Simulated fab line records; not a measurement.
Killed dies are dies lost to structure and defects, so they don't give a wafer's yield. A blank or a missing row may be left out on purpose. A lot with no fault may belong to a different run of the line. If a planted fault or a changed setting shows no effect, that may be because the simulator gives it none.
fab line records | flow n5-finfet
record lots=6 wafers=18 last-day=16
route steps=1938 shown BEOL_M10@1475 PASSIVATION@1936
lots with no fault: from the same line, run without faults
start-h: start of the lot's first displayed wafer, in hours after the record's first day | wait-h: hours from the lot's prior step to this one | " identical to the entry in the row above | L1.1+2: one row covering several wafers at once | - value missing, or start not given | * or withheld: withheld | < > ~ a bound
route shown NAME@n: names a module that has steps shown in the file, with the first one's number in the route | usual: mean/standard deviation of fault-free wafers | same: alike in all rows | chamber/n: place in a boat | sites: the reading at each site | _std_site: the values' standard deviation | _edge_site: inner sites' mean taken away from outer sites' mean | radius-mm: how far each site lies from the wafer's centre | mask NAME#n: copy n | behind: the most recent tool/chamber to have shaped the wafer | hold: the reason the lot was held/the length of the hold in hours/how it ended | device: whichever transistor did not switch (one of n, p or np) | end of line: tests of these same wafers at the route's end | step lacking rows: just its recipe | killed: the dies lost at the first sort to structure and to defects; this is not the yield of the wafer | map: the dies of a wafer, with x for killed, . for not killed, _ for no die there
set.NAME: the setting the step ran with; set.NAME@STEP: the setting that earlier step ran with | model.NAME: the simulator's own value behind a step, which no gauge read
lots seen at some steps along the route; tables by step, rows by wafer
services: from which hour (start-h, from the record's first day; less than 0 if before it) a tool's chamber was out of use, for how many hours, and why
## steps
# step N5_BEOL_M10_COAT_59
# recipe resist=SOC temp-c=250 time-s=60 spin-rpm=1500 resist-thk-nm=100
# step N5_BEOL_M10_COAT_60
# recipe resist=SiARC temp-c=220 time-s=60 spin-rpm=1500 resist-thk-nm=30
# step N5_BEOL_M10_COAT_05
# recipe resist=CAR-ArF spin-rpm=1500 resist-thk-nm=90
# step N5_BEOL_M10_EBR_07
# recipe solvent=PGMEA ebr-width-mm=1.5
# step N5_BEOL_M10_SOFTBAKE_06
# recipe temp-c=110 time-s=60 resist=CAR-ArF
# step N5_BEOL_M10_EXPOSE_08
# recipe mask-id=M10 na=1.35 source-shape=dipole sigma-inner=0.411 sigma-outer=0.611 polarization=te dose-mj=53.75
# step N5_BEOL_M10_PEB_09
# recipe peb-temp-c=withheld peb-time-s=60 resist=CAR-ArF
# step N5_BEOL_M10_DEVELOP_10
# recipe develop-time-s=30 developer=TMAH resist=CAR-ArF rinse-liquid=diw dry=air-spin dev-temp-c=23
# step N5_BEOL_M10_CD_MEAS_11
# recipe target-cd-nm=64.1 landing-energy-ev=500 detector=se-inlens polarity=opening
# usual cd-nm=63.9/0.57
# columns lot.wafer tool chamber start-h wait-h cd-nm
L649.1 cd-sem-02 0 220.66 - 64.4
L649.4 " 0 " " 64.5
L649.6 " 0 " " 64.0
L652.4 cd-sem-03 0 242.29 - 64.0
L652.5 " 0 " " 64.6
L652.6 " 0 " " 64.4
L655.1 cd-sem-03 0 254.21 - 64.5
L655.4 " 0 " " 64.7
L655.5 " 0 " " 64.5
L658.3 cd-sem-02 0 274.79 - 63.8
L658.4 " 0 " " 64.2
L658.5 " 0 " " 63.8
L660.4 cd-sem-02 0 302.86 - 62.8
L660.5 " 0 " " 63.0
L660.6 " 0 " " 63.3
L669.3 cd-sem-02 0 337.38 - 65.1
L669.5 " 0 " " 65.1
L669.6 " 0 " " 64.9
# step N5_BEOL_M10_OVL_MEAS_12
# recipe points-per-wafer=44
# usual M10_OVL=0.2/0.75
# columns lot.wafer tool chamber start-h wait-h M10_OVL[nm]
L649.1 overlay-02 0 220.69 0.0 0.0
L649.4 " 0 " " 0.0
L649.6 " 0 " " -1.4
L652.4 overlay-02 0 242.32 0.0 -0.7
L652.5 " 0 " " -0.1
L652.6 " 0 " " -1.0
L655.1 overlay-02 0 254.24 0.0 0.7
L655.4 " 0 " " 1.4
L655.5 " 0 " " -0.1
L658.3 overlay-01 0 274.82 0.0 -0.9
L658.4 " 0 " " 0.1
L658.5 " 0 " " -0.3
L660.4 overlay-01 0 302.89 0.0 2.0
L660.5 " 0 " " 0.1
L660.6 " 0 " " 1.1
L669.3 overlay-02 0 337.41 0.0 0.8
L669.5 " 0 " " -0.1
L669.6 " 0 " " 0.7
# step N5_BEOL_M10_INSPECT_13
# recipe mode=adi inspect-instrument=brightfield
# usual raw-defect-count=428/89
# columns lot.wafer tool chamber start-h wait-h raw-defect-count
L649.1 defect-inspect-02 - 220.71 0.0 458
L649.4 " - " " 572
L649.6 " - " " 726
L652.4 defect-inspect-02 - 242.34 0.0 429
L652.5 " - " " 439
L652.6 " - " " 382
L655.1 defect-inspect-02 - 254.26 0.0 613
L655.4 " - " " 364
L655.5 " - " " 501
L658.3 defect-inspect-02 - 274.85 0.0 442
L658.4 " - " " 397
L658.5 " - " " 411
L660.4 defect-inspect-02 - 302.91 0.0 300
L660.5 " - " " 376
L660.6 " - " " 461
L669.3 defect-inspect-01 - 337.44 0.0 327
L669.5 " - " " 346
L669.6 " - " " 424
# step N5_BEOL_M10_DESCUM_16
# recipe chemistry=O2 time-s=7.9 source-power-w=50 bias-power-w=20 pressure-mtorr=20 rf-frequency-hz=2.712e+07 temp-c=40 resist=CAR-ArF o2-flow-sccm=225
# usual bias-power-w=20.00/0.059 drypump-motor-current-A=5.7/0.33 oes-product-au=0.79/0.11 rf-vpp-V=243.2/1.5 showerhead-plenum-p-Torr=2.10/0.083 throttle-valve-pct=20.40/0.27
# columns lot.wafer tool chamber start-h wait-h bias-power-w drypump-motor-current-A oes-product-au rf-hours-counter-h rf-vpp-V showerhead-plenum-p-Torr throttle-valve-pct
L649.1 rie-diel-06 3 221.18 0.5 20.10 5.2 0.74 182 242.3 2.00 20.22
L649.4 " 0 " " 19.93 5.8 0.71 192 244.2 2.16 20.57
L649.6 " 2 " " 20.10 6.3 0.95 - 244.9 2.22 20.15
L652.4 rie-diel-02 0 242.58 0.2 19.99 5.5 0.68 - 243.6 2.08 20.47
L652.5 " 1 " " 20.02 5.8 0.71 - 245.2 2.15 20.68
L652.6 " 3 " " 20.05 5.6 0.71 - 242.2 2.06 20.92
L655.1 rie-diel-06 3 254.90 0.6 19.92 5.2 0.73 194 240.8 1.99 20.26
L655.4 " 2 " " 20.01 6.2 0.91 21 245.1 2.22 20.17
L655.5 " 0 " " 20.05 5.8 0.71 - 243.6 2.16 20.58
L658.3 rie-diel-06 2 275.34 0.5 19.99 6.3 0.91 28 244.6 2.22 20.17
L658.4 " 0 " " 20.01 5.8 0.71 211 243.1 2.16 20.59
L658.5 " 2 " " 19.97 6.2 0.90 - 243.8 2.22 20.17
L660.4 rie-diel-02 3 303.18 0.3 20.03 5.6 0.69 - 242.1 2.06 20.98
L660.5 " 1 " " 19.99 5.9 0.69 - 244.2 2.14 20.71
L660.6 " 2 " " 20.00 5.5 0.96 - 243.3 2.04 19.90
L669.3 rie-diel-03 0 337.73 0.3 19.96 5.5 0.73 208 241.9 1.97 20.44
L669.5 " 0 " " 20.03 5.5 0.72 - 241.3 1.97 20.45
L669.6 " 2 " " 20.09 6.1 0.89 - 242.7 2.05 20.00
# step N5_BEOL_M10_ETCH_61
# recipe chemistry=CF4 target=SiARC target-depth-a=390 mask-material=CAR-ArF time-s=65 ion-energy-ev=80 pressure-mtorr=40 source-w=545 bias-w=36 Ar_flow_sccm=100 cf4-flow-sccm=100 ends=cleared
# usual drypump-motor-current-A=5.7/0.33 etch-rf-on-time-s=64.7/1.4 oes-product-au=0.67/0.089 rf-vpp-V=184.1/1.3 showerhead-plenum-p-Torr=2.15/0.079 throttle-valve-pct=15.62/0.24
# columns lot.wafer tool chamber start-h wait-h drypump-motor-current-A etch-rf-on-time-s oes-product-au rf-hours-counter-h rf-vpp-V showerhead-plenum-p-Torr throttle-valve-pct
L649.1 rie-diel-06 3 221.21 0.0 5.2 64.6 0.62 182 183.0 2.04 15.43
L649.4 " 0 " " 5.8 64.2 0.63 193 184.0 2.21 15.75
L649.6 " 2 " " 6.3 63.6 0.81 - 184.1 2.29 15.44
L652.4 rie-diel-02 0 242.62 0.0 5.6 69.3 0.57 - 182.0 2.12 15.73
L652.5 " 1 " " 5.9 65.1 0.61 - 184.8 2.20 15.93
L652.6 " 3 " " 5.6 64.0 0.61 - 184.9 2.11 16.16
L655.1 rie-diel-06 3 254.94 0.0 5.2 64.7 0.61 194 182.5 2.04 15.46
L655.4 " 2 " " 6.2 63.8 0.78 21 183.6 2.28 15.47
L655.5 " 0 " " 5.8 96.1 0.52 - 185.9 2.20 15.78
L658.3 rie-diel-06 2 275.37 0.0 6.3 64.2 0.77 28 185.6 2.28 15.49
L658.4 " 0 " " 5.8 94.9 0.51 211 184.6 2.20 15.80
L658.5 " 2 " " 6.3 63.8 0.77 - 185.1 2.28 15.49
L660.4 rie-diel-02 3 303.22 0.0 5.6 63.6 0.60 - 183.4 2.10 16.20
L660.5 " 1 " " 5.9 64.5 0.60 - 185.1 2.19 15.97
L660.6 " 2 " " 5.3 61.7 0.83 - 182.0 2.11 15.23
L669.3 rie-diel-03 0 337.76 0.0 5.6 65.0 0.62 208 181.8 2.04 15.77
L669.5 " 0 " " 5.6 64.8 0.62 - 183.2 2.04 15.76
L669.6 " 2 " " 6.1 66.3 0.76 - 183.5 2.11 15.22
# step N5_BEOL_M10_ETCH_62
# recipe chemistry=N2/H2 target=SOC target-depth-a=1100 overetch-a=220 mask-material=SiARC temp-c=40 time-s=165 ion-energy-ev=200 pressure-mtorr=30 source-w=840 bias-w=150 n2-flow-sccm=200 h2-flow-sccm=200
# usual drypump-motor-current-A=5.7/0.33 n2-flow-sccm=200.0/0.53 oes-product-au=0.66/0.085 rf-vpp-V=524.0/2.8 showerhead-plenum-p-Torr=2.55/0.098 throttle-valve-pct=17.85/0.27
# columns lot.wafer tool chamber start-h wait-h drypump-motor-current-A n2-flow-sccm oes-product-au rf-hours-counter-h rf-vpp-V showerhead-plenum-p-Torr throttle-valve-pct
L649.1 rie-diel-06 3 221.26 0.0 5.2 200.2 0.61 182 519.9 2.42 17.63
L649.4 " 0 " " 5.8 200.3 0.61 193 525.8 2.64 18.03
L649.6 " 2 " " 6.3 199.8 0.80 - 527.8 2.72 17.57
L652.4 rie-diel-02 0 242.71 0.1 5.6 199.8 0.58 - 522.2 2.50 17.73
L652.5 " 1 " " 5.9 200.1 0.61 - 524.6 2.61 18.19
L652.6 " 3 " " 5.6 200.6 0.60 - 523.2 2.50 18.29
L655.1 rie-diel-06 3 254.99 0.0 5.2 199.7 0.61 194 520.0 2.42 17.65
L655.4 " 2 " " 6.3 200.6 0.77 21 528.4 2.71 17.58
L655.5 " 0 " " 5.8 199.3 0.61 - 526.4 2.64 18.05
L658.3 rie-diel-06 2 275.42 0.0 6.3 199.7 0.76 28 528.4 2.71 17.60
L658.4 " 0 " " 5.8 200.7 0.60 211 527.5 2.64 18.07
L658.5 " 2 " " 6.3 200.7 0.76 - 527.3 2.71 17.60
L660.4 rie-diel-02 3 303.31 0.1 5.6 199.9 0.59 - 523.2 2.49 18.33
L660.5 " 1 " " 5.9 200.3 0.59 - 525.2 2.60 18.21
L660.6 " 2 " " 5.4 201.0 0.81 - 521.4 2.50 17.42
L669.3 rie-diel-03 0 337.81 0.0 5.5 200.2 0.62 208 519.3 2.43 18.16
L669.5 " 0 " " 5.6 199.3 0.62 - 519.9 2.43 18.17
L669.6 " 2 " " 6.1 199.4 0.76 - 521.6 2.49 17.50
# step N5_PASSIVATION_PROBE_49
# usual defect-limited-yield=91.4/1.5 killed_at_M0_to_M3=34/12 killed_at_M4_up=12/4.9 killed-at-contacts=13/7.2 killed-at-front-end=39/12 killed-at-other=3.7/2.9 killed-dies=101/18 killed-open=67/14 killed-short=33/7.2 sort_bin_5_function=5.1/0.97 sort_bin_6_memory=3.2/0.67 sort-n-pass=1079/17 sort-yield-pct=91.4/1.5
# same gross-dies=1180 killed-at-back-side=0 sort_bin_4_leakage[%]=0 sort_bin_8_speed[%]=0
# columns lot.wafer tool chamber start-h wait-h defect-limited-yield[%] killed_at_M0_to_M3 killed_at_M4_up killed-at-contacts killed-at-front-end killed-at-other killed-dies killed-open killed-short sort_bin_5_function[%] sort_bin_6_memory[%] sort-n-pass sort-yield-pct[%]
L652.4 prober-02 - 298.95 0.2 90.0 53 15 17 33 0 118 84 33 6.0 3.7 1062 90.0
# killed by level:class
L652.4 BEOL_M0_SAQP:geometric-particle:open=16 BEOL_M0_SAQP:geometric-particle:short=14 MOL_CONTACT_COAG:geometric-particle:open=13 BEOL_M3:geometric-particle:open=9 STI_FIN_REVEAL:geometric-particle:open=7 BEOL_M2:geometric-particle:open=7 BEOL_M4:geometric-particle:open=7 STI_FIN_REVEAL:geometric-particle:short=4
## services
# columns tool chamber start-h hours kind
rie-diel-03 3 225.89 3.9 repair
rie-diel-02 2 241.87 - clean
rie-diel-02 2 241.87 - consumable-replace:focus-ring
rie-diel-02 2 241.87 24.2 scheduled-down
rie-diel-02 2 241.87 24.2 vent-cycle
rie-diel-03 2 256.56 - clean
rie-diel-03 2 256.56 - consumable-replace:focus-ring
rie-diel-06 2 279.68 6.7 repair
rie-diel-02 0 290.62 - clean
rie-diel-02 0 290.62 - consumable-replace:focus-ring
rie-diel-02 0 290.62 26.0 scheduled-down
rie-diel-02 0 290.62 26.0 vent-cycle
rie-diel-06 1 303.13 - clean
rie-diel-06 1 303.13 - consumable-replace:focus-ring
rie-diel-06 1 303.13 17.1 scheduled-down
rie-diel-06 1 303.13 17.1 vent-cycle
rie-diel-02 1 316.83 - clean
rie-diel-02 1 316.83 - consumable-replace:focus-ring
rie-diel-02 1 316.83 16.5 scheduled-down
rie-diel-02 1 316.83 16.5 vent-cycle
rie-diel-02 3 333.67 - clean
rie-diel-02 3 333.67 - consumable-replace:focus-ring
rie-diel-02 3 333.67 18.8 scheduled-down
rie-diel-02 3 333.67 18.8 vent-cycle
## key
first-sign step=N5_BEOL_M10_ETCH_61 reading=etch-rf-on-time-s direction=up sigmas=23 usual=* struck=*
effect none on later readings
met-at N5_BEOL_M10_ETCH_61
struck-wafers L655.5,L658.4
onset-between 221.21 254.94
fault kind=process-parameter-drift tool=rie-diel-06 chamber=0 onset-h=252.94 steps=N5_BEOL_M10_ETCH_61 channel=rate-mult offset=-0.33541 shape=step end-h=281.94
